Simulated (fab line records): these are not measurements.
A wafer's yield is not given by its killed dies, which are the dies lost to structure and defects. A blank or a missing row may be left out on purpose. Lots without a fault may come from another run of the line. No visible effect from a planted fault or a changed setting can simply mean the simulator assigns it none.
Chamber matching :: flow nand-harc :: rie-diel-11 running NHARC_A_STAIRCASE_ETCHBACK_422: 4 sister chambers
The step etches the open film in CH3F/O2, target depth 40 nm, time 74.286 s. 14 wafers are shown with their chamber, then 7 later ones without.

== WAFERS, EACH WITH ITS CHAMBER ==
wafer: L074.1
chamber: 2
drypump-motor-current-A (A): 5.9
showerhead-plenum-p-Torr (Torr): 2.65
rf-vpp-V (V): 246.2

wafer: L074.4
chamber: 1
drypump-motor-current-A (A): 5.9
showerhead-plenum-p-Torr (Torr): 2.33
rf-vpp-V (V): 242.5

wafer: L074.6
chamber: 2
drypump-motor-current-A (A): 6.0
showerhead-plenum-p-Torr (Torr): 2.65
rf-vpp-V (V): 247.2

wafer: L077.3
chamber: 0
drypump-motor-current-A (A): 6.5
showerhead-plenum-p-Torr (Torr): 2.64
rf-vpp-V (V): 246.7

wafer: L077.5
chamber: 0
drypump-motor-current-A (A): 6.5
showerhead-plenum-p-Torr (Torr): 2.64
rf-vpp-V (V): 246.5

wafer: L077.6
chamber: 1
drypump-motor-current-A (A): 5.9
showerhead-plenum-p-Torr (Torr): 2.32
rf-vpp-V (V): 242.6

wafer: L083.2
chamber: 2
drypump-motor-current-A (A): 5.9
showerhead-plenum-p-Torr (Torr): 2.64
rf-vpp-V (V): 246.7

wafer: L083.4
chamber: 3
drypump-motor-current-A (A): 5.5
showerhead-plenum-p-Torr (Torr): 2.52
rf-vpp-V (V): 246.0

wafer: L083.6
chamber: 2
drypump-motor-current-A (A): 5.9
showerhead-plenum-p-Torr (Torr): 2.64
rf-vpp-V (V): 246.7

wafer: L082.1
chamber: 3
drypump-motor-current-A (A): 5.5
showerhead-plenum-p-Torr (Torr): 2.52
rf-vpp-V (V): 246.4

wafer: L082.4
chamber: 2
drypump-motor-current-A (A): 5.9
showerhead-plenum-p-Torr (Torr): 2.64
rf-vpp-V (V): 246.7

wafer: L082.5
chamber: 2
drypump-motor-current-A (A): 5.9
showerhead-plenum-p-Torr (Torr): 2.64
rf-vpp-V (V): 246.9

wafer: L087.1
chamber: 0
drypump-motor-current-A (A): 6.5
showerhead-plenum-p-Torr (Torr): 2.63
rf-vpp-V (V): 246.4

wafer: L087.2
chamber: 1
drypump-motor-current-A (A): 5.9
showerhead-plenum-p-Torr (Torr): 2.32
rf-vpp-V (V): 242.1

SIGNATURES, as means of the wafers listed above
reading: drypump-motor-current-A
chamber 0: 6.500
chamber 1: 5.900
chamber 2: 5.917
chamber 3: 5.500
scatter within a chamber: 0.0289

reading: showerhead-plenum-p-Torr
chamber 0: 2.6367
chamber 1: 2.3233
chamber 2: 2.6433
chamber 3: 2.5200
scatter within a chamber: 0.00516

reading: rf-vpp-V
chamber 0: 246.533
chamber 1: 242.400
chamber 2: 246.733
chamber 3: 246.200
scatter within a chamber: 0.283
Rule: distance of a wafer from a chamber = root of the sum over the readings of ((wafer's reading minus chamber's mean) / reading's scatter) squared. The wafer belongs to the nearest chamber; if the next one is less than 2 further off, it can't be placed. The scatter: the root of (the sum of the squares of (reading less its chamber's mean) over the shown wafers, divided by (wafers less chambers)).

== WAFERS WITHOUT THEIR CHAMBER ==
wafer: L087.4
drypump-motor-current-A (A): 5.9
showerhead-plenum-p-Torr (Torr): 2.64
rf-vpp-V (V): 245.5

wafer: L093.2
drypump-motor-current-A (A): 5.5
showerhead-plenum-p-Torr (Torr): 2.51
rf-vpp-V (V): 243.9

wafer: L093.3
drypump-motor-current-A (A): 5.9
showerhead-plenum-p-Torr (Torr): 2.63
rf-vpp-V (V): 246.3

wafer: L093.5
drypump-motor-current-A (A): 5.5
showerhead-plenum-p-Torr (Torr): 2.51
rf-vpp-V (V): 244.8

wafer: L096.3
drypump-motor-current-A (A): 5.9
showerhead-plenum-p-Torr (Torr): 2.63
rf-vpp-V (V): 246.6

wafer: L096.5
drypump-motor-current-A (A): 5.5
showerhead-plenum-p-Torr (Torr): 2.51
rf-vpp-V (V): 245.3

wafer: L096.6
drypump-motor-current-A (A): 6.5
showerhead-plenum-p-Torr (Torr): 2.62
rf-vpp-V (V): 246.5

== THE CHAMBER EACH PASSED THROUGH ==
wafer: L087.4
from the rows above: 2
in truth: 2

wafer: L093.2
from the rows above: 3
in truth: 3

wafer: L093.3
from the rows above: 2
in truth: 2

wafer: L093.5
from the rows above: 3
in truth: 3

wafer: L096.3
from the rows above: 2
in truth: 2

wafer: L096.5
from the rows above: 3
in truth: 3

wafer: L096.6
from the rows above: 0
in truth: 0
Placed correctly: 7 of 7. Left unplaced by these rows: 0. Number placed wrongly: 0.
